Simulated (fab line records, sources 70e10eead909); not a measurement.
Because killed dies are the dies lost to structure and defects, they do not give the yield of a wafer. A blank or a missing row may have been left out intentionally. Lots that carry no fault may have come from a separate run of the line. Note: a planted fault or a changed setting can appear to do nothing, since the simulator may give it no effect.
Which tool is to blame? | flow nand harc | 13 lots, 39 wafers sampled, at 6 steps of a route of 1159

WHAT THE GAUGES READ, wafer by wafer
NHARC_P_GATE_CD_MEAS_46 targets a cd of 720 nm. Usual: cd nm reads 719.5 nm (standard deviation 1.9).
lot  | measured     | on        | cd nm (nm)        | flag
L527 | day 5 05:53  | cd sem-01 | 717.8 719.2 719.9 |
L528 | day 5 19:43  | cd sem-02 | 719.5 717.5 719.7 |
L529 | day 5 19:52  | cd sem-01 | 717.2 722.2 719.0 |
L530 | day 6 02:55  | cd sem-02 | 720.9 718.0 720.4 |
L531 | day 6 13:15  | cd sem-02 | 718.9 719.2 719.2 |
L534 | day 7 11:25  | cd sem-03 | - - -             | OFF
L535 | day 7 08:14  | cd sem-02 | 719.6 719.1 717.4 |
L540 | day 8 14:38  | cd sem-01 | 717.9 719.3 718.5 |
L544 | day 9 17:43  | cd sem-01 | 717.2 716.7 718.0 |
L545 | day 9 17:55  | cd sem-02 | 721.9 720.2 722.4 |
L546 | day 10 08:18 | cd sem-03 | 717.3 720.4 721.2 |
L548 | day 10 16:48 | cd sem-03 | 720.3 719.4 723.2 |
L549 | day 10 17:34 | cd sem-01 | 718.7 720.1 718.3 |

NHARC_P_CONTACT_OVL_MEAS_13. Usual: overlay x nm -0.2 nm, standard deviation 0.88; overlay y nm 0.2 nm, standard deviation 0.88.
lot  | measured     | on         | overlay x nm (nm) | overlay y nm (nm) | flag
L527 | day 5 15:48  | overlay-01 | -1.2 -1.6 -1.4    | 0.2 0.3 -0.1      |
L528 | day 6 04:13  | overlay-01 | 0.1 0.2 0.0       | -0.5 -1.0 -0.7    |
L529 | day 6 04:40  | overlay-01 | -0.7 -0.9 -0.7    | 0.9 0.5 0.3       |
L530 | day 6 11:04  | overlay-01 | 1.3 2.1 1.3       | 1.2 1.2 0.6       |
L531 | day 6 21:56  | overlay-01 | -0.7 -0.9 -1.4    | 0.9 0.9 0.8       |
L535 | day 7 16:50  | overlay-01 | -1.4 -0.8 -1.9    | 0.0 -0.1 0.8      |
L540 | day 9 04:19  | overlay-02 | 0.9 0.2 0.3       | -1.6 -0.9 -1.9    |
L544 | day 10 01:46 | overlay-02 | -0.7 -0.6 -1.1    | -1.3 -0.9 -0.9    |
L545 | day 10 02:14 | overlay-02 | 0.4 0.4 0.9       | 0.1 0.1 0.3       |
L546 | day 10 17:05 | overlay-02 | -1.0 -0.8 -0.2    | -0.1 -0.4 0.2     |
L548 | day 11 00:56 | overlay-01 | -0.1 -0.6 -0.2    | -0.5 0.0 -0.2     |
L549 | day 11 02:11 | overlay-02 | -0.4 -0.8 -0.8    | -1.0 -1.1 -1.1    |

NHARC_END_SORT_01. Usual: killed at array 25, standard deviation 10; killed at other 0.6, standard deviation 0.91; killed at periphery 3.6, standard deviation 2.9; killed dies 29, standard deviation 10; killed open 3.3, standard deviation 2; killed short 1.9, standard deviation 1.5.
lot  | measured     | on        | killed at array | killed at other | killed at periphery | killed dies | killed open | killed short | flag
L534 | day 21 11:39 | prober-02 | 18 16 24        | 1 0 0           | 658 661 653         | 677 677 677 | 1 5 3       | 2 3 2        | OFF

TOOL THAT RAN EACH LOT (tool first, then ch and the chambers of the sampled wafers, then the start)
lot  | NHARC_P_ZERO_WELL_DESCUM_39       | NHARC_P_ZERO_WELL_RTA_42        | NHARC_P_GATE_EXPOSE_43
L527 | rie diel-10 ch 0,2,3, day 1 22:16 | rtp anneal-01 ch 0, day 2 00:59 | krf scanner-02 ch 0, day 5 05:44
L528 | rie diel-13 ch 1,2, day 2 04:09   | rtp anneal-01 ch 0, day 2 06:55 | krf scanner-04 ch 0, day 5 19:33
L529 | rie diel-07 ch 1,3, day 2 10:10   | rtp anneal-01 ch 0, day 2 12:59 | krf scanner-02 ch 0, day 5 19:43
L530 | rie diel-07 ch 1,3, day 2 16:23   | rtp anneal-01 ch 0, day 2 19:06 | krf scanner-04 ch 0, day 6 02:45
L531 | rie diel-07 ch 0,1,2, day 2 22:13 | rtp anneal-02 ch 0, day 3 00:50 | krf scanner-03 ch 0, day 6 13:05
L534 | rie diel-10 ch 0,1, day 3 16:25   | rtp anneal-02 ch 0, day 3 18:55 | krf scanner-02 ch 0, day 7 11:16
L535 | rie diel-07 ch 0,1, day 3 22:29   | rtp anneal-02 ch 0, day 4 01:05 | krf scanner-02 ch 0, day 7 08:04
L540 | rie diel-07 ch 2,3, day 5 04:26   | rtp anneal-02 ch 0, day 5 07:17 | krf scanner-03 ch 0, day 8 14:29
L544 | rie diel-13 ch 0,1,2, day 6 04:28 | rtp anneal-02 ch 0, day 6 07:04 | krf scanner-03 ch 0, day 9 17:34
L545 | rie diel-13 ch 0,3, day 6 10:25   | rtp anneal-02 ch 0, day 6 13:03 | krf scanner-02 ch 0, day 9 17:46
L546 | rie diel-07 ch 0,2, day 6 16:10   | rtp anneal-02 ch 0, day 6 18:47 | krf scanner-04 ch 0, day 10 08:08
L548 | rie diel-10 ch 0,3, day 7 04:28   | rtp anneal-01 ch 0, day 7 07:05 | krf scanner-04 ch 0, day 10 16:39
L549 | rie diel-13 ch 0,2, day 7 10:17   | rtp anneal-01 ch 0, day 7 12:53 | krf scanner-04 ch 0, day 10 17:25
- NHARC_P_ZERO_WELL_DESCUM_39: chemistry O2, time 3 s.
- NHARC_P_ZERO_WELL_RTA_42: time 300 s.
- NHARC_P_GATE_EXPOSE_43: exposes mask P NSD, target cd 720 nm.

WHAT THE TOOLS THEMSELVES READ (means of the sampled wafers that have a number; where no wafer has one, the mark that the record gives instead)
NHARC_P_ZERO_WELL_DESCUM_39. Usual: drypump motor current A 5.9 A, standard deviation 0.48; oes product au 1.000 a.u., standard deviation 0.015; rf vpp V 57.9 V, standard deviation 0.85; showerhead plenum p Torr 1.93 Torr, standard deviation 0.086; throttle valve pct 11.311 %, standard deviation 0.0095.
lot  | tool        | drypump motor current A (A) | oes product au (a.u.) | rf vpp V (V) | showerhead plenum p Torr (Torr) | throttle valve pct (%) | flag
L527 | rie diel-10 | 6.2                         | 0.992                 | 58.1         | 1.92                            | 11.308                 |
L528 | rie diel-13 | 5.8                         | 0.994                 | 58.6         | 2.05                            | 11.310                 |
L529 | rie diel-07 | 6.5                         | 1.001                 | 58.2         | 1.91                            | 11.311                 |
L530 | rie diel-07 | 6.3                         | 1.003                 | 58.0         | 1.91                            | 11.311                 |
L531 | rie diel-07 | 6.1                         | 1.021                 | 57.5         | 1.89                            | 11.310                 |
L534 | rie diel-10 | 5.5                         | 1.006                 | 58.0         | 1.92                            | 11.315                 |
L535 | rie diel-07 | 6.5                         | 0.986                 | 57.9         | 1.87                            | 11.301                 |
L540 | rie diel-07 | 5.9                         | 1.004                 | 57.4         | 1.94                            | 11.309                 |
L544 | rie diel-13 | 5.7                         | 0.990                 | 58.4         | 2.02                            | 11.308                 |
L545 | rie diel-13 | 5.9                         | 0.982                 | 57.7         | 1.86                            | 11.298                 |
L546 | rie diel-07 | 5.6                         | 1.012                 | 57.1         | 1.92                            | 11.307                 |
L548 | rie diel-10 | 6.2                         | 0.992                 | 57.5         | 1.84                            | 11.307                 |
L549 | rie diel-13 | 5.4                         | 0.980                 | 58.2         | 1.99                            | 11.315                 |

NHARC_P_ZERO_WELL_RTA_42. Usual: lamp power pct 38.02 %, standard deviation 0.12; wafer_temp_C_max 1105.0, standard deviation 1.2.
lot  | tool          | lamp power pct (%) | wafer_temp_C_max | flag
L527 | rtp anneal-01 | 38.11              | 1105.0           |
L528 | rtp anneal-01 | 38.15              | 1105.2           |
L529 | rtp anneal-01 | 38.15              | 1106.2           |
L530 | rtp anneal-01 | 38.18              | 1105.1           |
L531 | rtp anneal-02 | 37.92              | 1103.9           |
L534 | rtp anneal-02 | 37.89              | 1104.8           |
L535 | rtp anneal-02 | 37.92              | 1103.7           |
L540 | rtp anneal-02 | 37.89              | 1104.3           |
L544 | rtp anneal-02 | 37.87              | 1103.6           |
L545 | rtp anneal-02 | 37.89              | 1104.1           |
L546 | rtp anneal-02 | 37.91              | 1103.7           |
L548 | rtp anneal-01 | 38.08              | 1105.4           |
L549 | rtp anneal-01 | 38.08              | 1106.2           |

THE ANSWER, worked out from the rows above alone
Rule: lot off if the mean of its wafers having a number is beyond 3 standard deviations from the usual mean. A lot without any number at a reading at which 4 lots or more have one is off too. The other lots that the step has rows for count as sound. After the gauges, taken in route order, come the tools' own readings; for these a lot's mean is taken, as printed above. The first step at which some lot is off is used, and at that step the reading that is off furthest; a lot without a number counts as furthest.
Off, at NHARC_P_GATE_CD_MEAS_46 on cd nm: L534. Without a number there: L534.
A tool fits if, at a process step before that reading, it ran every lot that is off, and no sound lot after the first of them. Not tried: the gauges at NHARC_P_GATE_CD_MEAS_46; whatever is off there is also off at NHARC_END_SORT_01, on other tools, and gauge error can't account for it. Of those tried, none fits.

WHAT HAD BEEN PUT IN BY THE SIMULATOR
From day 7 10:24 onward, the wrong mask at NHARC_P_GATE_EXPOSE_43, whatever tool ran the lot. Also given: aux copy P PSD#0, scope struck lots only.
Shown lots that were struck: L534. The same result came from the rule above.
